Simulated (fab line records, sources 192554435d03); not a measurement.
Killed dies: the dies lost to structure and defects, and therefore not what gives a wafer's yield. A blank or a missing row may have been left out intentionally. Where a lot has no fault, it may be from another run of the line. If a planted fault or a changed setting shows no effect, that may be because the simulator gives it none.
Matching of chambers -- flow n5Finfet -- N5_BEOL_M0_STRIP_140 on rieDiel-04 has 4 sister chambers
The step strips in CF4. 4 wafers are shown with their chamber, then 8 later ones without.

== EACH WAFER AND ITS CHAMBER ==
wafer,chamber,showerheadPlenumPTorr (Torr)
L080.2,3,1.74
L080.6,2,1.79
L087.6,0,1.73
L089.2,1,1.84

== WAFERS WITHOUT THEIR CHAMBER ==
wafer,showerheadPlenumPTorr (Torr)
L089.4,1.73
L089.6,1.84
L091.3,1.72
L091.4,1.79
L091.5,1.79
L094.1,1.79
L094.3,1.72
L094.5,1.83

== EACH ONE'S CHAMBER ==
wafer,from the rows above,in truth
L089.4,can't be placed: 0 or 3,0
L089.6,1,1
L091.3,can't be placed: 0 or 3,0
L091.4,2,2
L091.5,2,2
L094.1,2,2
L094.3,can't be placed: 0 or 3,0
L094.5,1,1
Correct placement for 5 of the 8. Unplaceable from these rows: 3, with the true chamber sitting among the candidates in 3. Wrongly placed: 0.
How it was worked out, from the rows above alone: a wafer's distance from a chamber is the root of the sum, over the readings, of the square of ((its reading less the chamber's mean) divided by the reading's scatter). If the next closest chamber is less than 2 further off than the closest, the wafer can't be placed; otherwise it belongs to the closest. For every chamber, the mean is computed from those of its wafers that are shown. The scatter: root of mean squared gap, hidden wafer to nearest shown wafer, with one shown wafer a chamber.
